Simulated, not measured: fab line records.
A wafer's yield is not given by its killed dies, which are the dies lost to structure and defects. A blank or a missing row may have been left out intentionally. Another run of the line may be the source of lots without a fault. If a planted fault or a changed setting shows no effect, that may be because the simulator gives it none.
2 desks, one fault | flow n5-finfet | each desk holds nothing but its own numbers, with what lay behind them at the end

## TOOL OWNER'S DESK, cvd-co-01
The tool's own readings at N5_BEOL_M4_CO_CAP_55 (material Co, precursor CCTBA/H2, target thk 2 nm, time 102.1 s): means of the sampled wafers that have a number, for each lot that ran on this tool. Any lot whose mean is over 4 standard deviations away from the usual mean is out of limits and marked OUT; that distance is given in the brackets.
Columns: A = heater-power-w at N5_BEOL_M4_CO_CAP_55, usual 251 W; B = run-length-s at N5_BEOL_M4_CO_CAP_55, usual 124.7 s
lot  | first seen here | A   | B
L701 | day 7 16:25     | 222 | 124.6
L702 | day 8 12:19     | 245 | 125.2
L704 | day 8 18:38     | 245 | 125.0
L706 | day 9 07:38     | 237 | 124.8
L707 | day 9 20:26     | 221 | 125.0
L716 | day 12 05:39    | 247 | 138.7 (+34) OUT
L720 | day 13 07:45    | 238 | 153.1 (+69) OUT
Finding of this desk: L716, L720 out of limits; the first was L716 at day 12 05:39, on run-length-s at N5_BEOL_M4_CO_CAP_55. In limits: L701, L702, L704, L706, L707.

## FROM THE METROLOGY DESK
Means of the sampled wafers that have a number, per lot and without regard to the tool the lot ran on: this is what the gauges read. Any lot whose mean is over 4 standard deviations away from the usual mean is out of limits and marked OUT; that distance is given in the brackets. 7 of its 10 readings are shown, namely those furthest out on some lot.
Columns: A = DIBL_N at N5_BEOL_M4_RC_MEAS_101, usual 36.0 mV/V; B = DIBL_P at N5_BEOL_M4_RC_MEAS_101, usual 36.7 mV/V; C = IOFF_P at N5_BEOL_M4_RC_MEAS_101, usual 0.21 nA/um; D = SS_N at N5_BEOL_M4_RC_MEAS_101, usual 71.5 mV/dec; E = SS_P at N5_BEOL_M4_RC_MEAS_101, usual 73.4 mV/dec; F = VT_N at N5_BEOL_M4_RC_MEAS_101, usual 250 mV; G = VT_P at N5_BEOL_M4_RC_MEAS_101, usual -251 mV
lot  | first seen here | A    | B    | C    | D    | E    | F   | G
L701 | day 7 16:49     | 38.3 | 36.8 | 0.22 | 72.0 | 74.1 | 251 | -253
L702 | day 8 12:34     | 36.4 | 36.8 | 0.19 | 71.7 | 73.9 | 250 | -253
L704 | day 8 18:52     | 32.4 | 33.3 | 0.17 | 70.9 | 72.0 | 252 | -252
L705 | day 9 00:22     | 36.9 | 37.8 | 0.23 | 71.1 | 72.7 | 250 | -248
L706 | day 9 07:55     | 36.4 | 38.8 | 0.26 | 71.1 | 74.3 | 249 | -246
L707 | day 9 20:40     | 32.7 | 35.6 | 0.19 | 71.9 | 72.7 | 251 | -252
L716 | day 12 06:11    | 35.1 | 35.5 | 0.17 | 71.1 | 73.4 | 251 | -254
L718 | day 13 08:08    | 31.3 | 32.9 | 0.15 | 70.4 | 72.6 | 255 | -255
L720 | day 13 08:08    | 34.9 | 35.6 | 0.22 | 71.4 | 73.0 | 249 | -249
L722 | day 14 07:53    | 35.8 | 38.0 | 0.22 | 71.2 | 73.5 | 247 | -250
This desk's verdict: no lot among the 10 shows anything out of limits.

## ALL TOGETHER
An alarm could have come from the tool owner's desk at day 12 05:39, on L716, L720.
At the metrology desk, nothing out of limits was observed.
The metrology desk holds a record of L716, L720, inside its limits.
On cvd-co-01, each named lot ran N5_BEOL_M4_CO_CAP_55.

## WHAT HAD BEEN PUT IN BY THE SIMULATOR
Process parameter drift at N5_BEOL_M4_CO_CAP_55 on cvd-co-01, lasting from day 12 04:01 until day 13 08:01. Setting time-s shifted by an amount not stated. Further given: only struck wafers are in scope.
Struck lots among those shown: L716, L720.
How many hours passed from the start of the fault until each desk's first out-of-limits reading: the tool owner's desk, 2.
